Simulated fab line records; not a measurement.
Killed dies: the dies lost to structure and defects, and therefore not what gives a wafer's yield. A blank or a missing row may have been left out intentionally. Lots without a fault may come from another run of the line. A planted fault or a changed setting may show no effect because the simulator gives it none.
Which of the tools did it? + flow n5 finfet + Sampling: 11 lots, 28 wafers, 2 of 1938 route steps

## WHAT EACH GAUGE READ, for each wafer
N5_BEOL_M4_RC_MEAS_101. Usual: DIBL_N 36.3 mV/V, standard deviation 1.6; DIBL_P 36.2 mV/V, standard deviation 2.1; IOFF_N 0.16 nA/um, standard deviation 0.031; IOFF_P 0.21 nA/um, standard deviation 0.034; ION_N 673 uA/um, standard deviation 11; ION_P 461 uA/um, standard deviation 7.4; SS_N 71.6 mV/dec, standard deviation 0.55; SS_P 73.3 mV/dec, standard deviation 0.66; VT_N 251 mV, standard deviation 3.2; VT_P -251 mV, standard deviation 3.5.
| lot  | measured     | on        | DIBL_N (mV/V)  | DIBL_P (mV/V)  | IOFF_N (nA/um) | IOFF_P (nA/um) | ION_N (uA/um) | ION_P (uA/um) | SS_N (mV/dec)  | SS_P (mV/dec)  | VT_N (mV)   | VT_P (mV)      | flag |
|------|--------------|-----------|----------------|----------------|----------------|----------------|---------------|---------------|----------------|----------------|-------------|----------------|------|
| L899 | day 7 15:59  | prober-02 | 36.3 36.8 38.4 | 36.0 36.5 37.9 | 0.14 0.14 0.17 | 0.21 0.21 0.25 | 683 665 676   | 471 462 464   | 71.0 71.5 71.2 | 73.8 73.4 74.0 | 254 253 250 | -254 -253 -251 |      |
| L900 | day 7 19:15  | prober-02 | 33.4 35.0      | 33.4 36.1      | 0.12 0.15      | 0.15 0.20      | 664 661       | 452 453       | 70.8 71.6      | 72.9 73.3      | 258 249     | -254 -251      |      |
| L901 | day 8 12:02  | prober-01 | 37.1 34.0 35.2 | 37.1 33.1 35.2 | 0.18 0.12 0.15 | 0.21 0.16 0.18 | 673 648 679   | 458 447 456   | 72.1 71.8 72.0 | 74.2 72.7 73.1 | 248 254 250 | -250 -255 -254 |      |
| L903 | day 8 20:27  | prober-01 | 34.0 35.5 32.7 | 34.1 35.7 32.4 | 0.12 0.15 0.11 | 0.20 0.21 0.18 | 665 666 669   | 465 461 468   | 70.5 70.8 70.6 | 73.1 73.2 72.9 | 253 251 256 | -249 -247 -252 |      |
| L904 | day 9 00:52  | prober-01 | 39.4 39.9 40.0 | 39.1 40.1 39.6 | 0.25 0.24 0.26 | 0.27 0.28 0.28 | 681 683 683   | 460 461 464   | 72.0 72.9 72.5 | 74.2 74.2 73.5 | 244 245 246 | -247 -247 -248 |      |
| L905 | day 9 13:11  | prober-01 | 34.9 36.1      | 34.1 35.5      | 0.12 0.14      | 0.17 0.18      | 655 669       | 452 454       | 70.8 71.9      | 72.7 72.6      | 253 255     | -255 -254      |      |
| L906 | day 9 17:47  | prober-01 | 34.9 35.7      | 32.9 33.0      | 0.12 0.14      | 0.18 0.19      | 653 677       | 457 462       | 71.0 70.8      | 73.2 72.8      | 255 251     | -252 -253      |      |
| L910 | day 10 13:17 | prober-02 | 34.2           | 36.2           | 0.13           | 0.19           | 672           | 466           | 70.9           | 72.7           | 253         | -252           |      |
| L912 | day 11 05:43 | prober-01 | 36.4           | 38.2           | 0.18           | 0.25           | 687           | 474           | 71.8           | 73.9           | 246         | -248           |      |
| L917 | day 12 04:56 | prober-01 | 36.5 36.2 35.5 | 37.0 36.8 34.7 | 0.16 0.15 0.13 | 0.20 0.20 0.17 | 669 665 661   | 462 460 452   | 72.3 71.2 71.5 | 73.6 73.7 73.0 | 251 251 256 | -249 -251 -253 |      |
| L920 | day 13 07:39 | prober-01 | 34.2 37.2 36.9 | 32.7 37.0 36.4 | 0.10 0.15 0.14 | 0.14 0.19 0.19 | 656 667 666   | 455 456 463   | 70.4 71.2 71.6 | 71.8 72.6 72.9 | 257 251 252 | -254 -253 -255 |      |

## EACH LOT AND THE TOOL THAT RAN IT (in order: tool; ch and the chambers of the sampled wafers; start)
| lot  | N5_BEOL_M0_SAQP_PECVD_00      |
|------|-------------------------------|
| L899 | pecvd-04 ch 0,1, day 5 13:13  |
| L900 | pecvd-03 ch 2, day 5 19:31    |
| L901 | pecvd-04 ch 0,2, day 6 01:17  |
| L903 | pecvd-02 ch 1,2, day 6 14:37  |
| L904 | pecvd-02 ch 1,2, day 6 18:07  |
| L905 | pecvd-03 ch 1, day 7 03:56    |
| L906 | pecvd-03 ch 1,2, day 7 07:26  |
| L910 | pecvd-03 ch 0,1, day 8 10:02  |
| L912 | pecvd-03 ch 0,1, day 8 23:08  |
| L917 | pecvd-02 ch 0,1, day 10 04:36 |
| L920 | pecvd-04 ch 0,2, day 10 19:46 |
- N5_BEOL_M0_SAQP_PECVD_00: deposits SiCN from 3MS/NH3, target thk 8 nm, time 14 s.

## AS READ BY THE TOOLS THEMSELVES (means over the sampled wafers that have a number; for cases with no such wafer, the mark the record gives instead)
N5_BEOL_M0_SAQP_PECVD_00. Usual: showerhead plenum p Torr 3.658 Torr, standard deviation 0.013; throttle valve pct 9.3 %, standard deviation 0.61.
| lot  | tool     | showerhead plenum p Torr (Torr) | throttle valve pct (%) | flag |
|------|----------|---------------------------------|------------------------|------|
| L899 | pecvd-04 | 3.657                           | 10.0                   |      |
| L900 | pecvd-03 | 3.654                           | 8.6                    |      |
| L901 | pecvd-04 | 3.644                           | 8.6                    |      |
| L903 | pecvd-02 | 3.670                           | 9.4                    |      |
| L904 | pecvd-02 | 3.672                           | 9.5                    |      |
| L905 | pecvd-03 | 3.660                           | 9.3                    |      |
| L906 | pecvd-03 | 3.653                           | 9.0                    |      |
| L910 | pecvd-03 | 3.659                           | 9.6                    |      |
| L912 | pecvd-03 | 3.651                           | 9.5                    |      |
| L917 | pecvd-02 | 3.665                           | 9.4                    |      |
| L920 | pecvd-04 | 3.645                           | 8.9                    |      |

## THE ANSWER, worked out from the rows above alone
Rule: lot off if the mean of its wafers having a number is beyond 3 standard deviations from the usual mean. A lot without any number at a reading at which 4 lots or more have one is off too. Where the step has rows for the other lots, those lots are counted as sound. After the gauges, taken in route order, come the tools' own readings; for these a lot's mean is taken, as printed above. The first step at which some lot is off is used, and at that step the reading that is off furthest; a lot without a number counts as furthest.
No lot is off on any of the readings shown, so nothing can be concluded from this.

## WHAT THE SIMULATOR HAD PUT IN
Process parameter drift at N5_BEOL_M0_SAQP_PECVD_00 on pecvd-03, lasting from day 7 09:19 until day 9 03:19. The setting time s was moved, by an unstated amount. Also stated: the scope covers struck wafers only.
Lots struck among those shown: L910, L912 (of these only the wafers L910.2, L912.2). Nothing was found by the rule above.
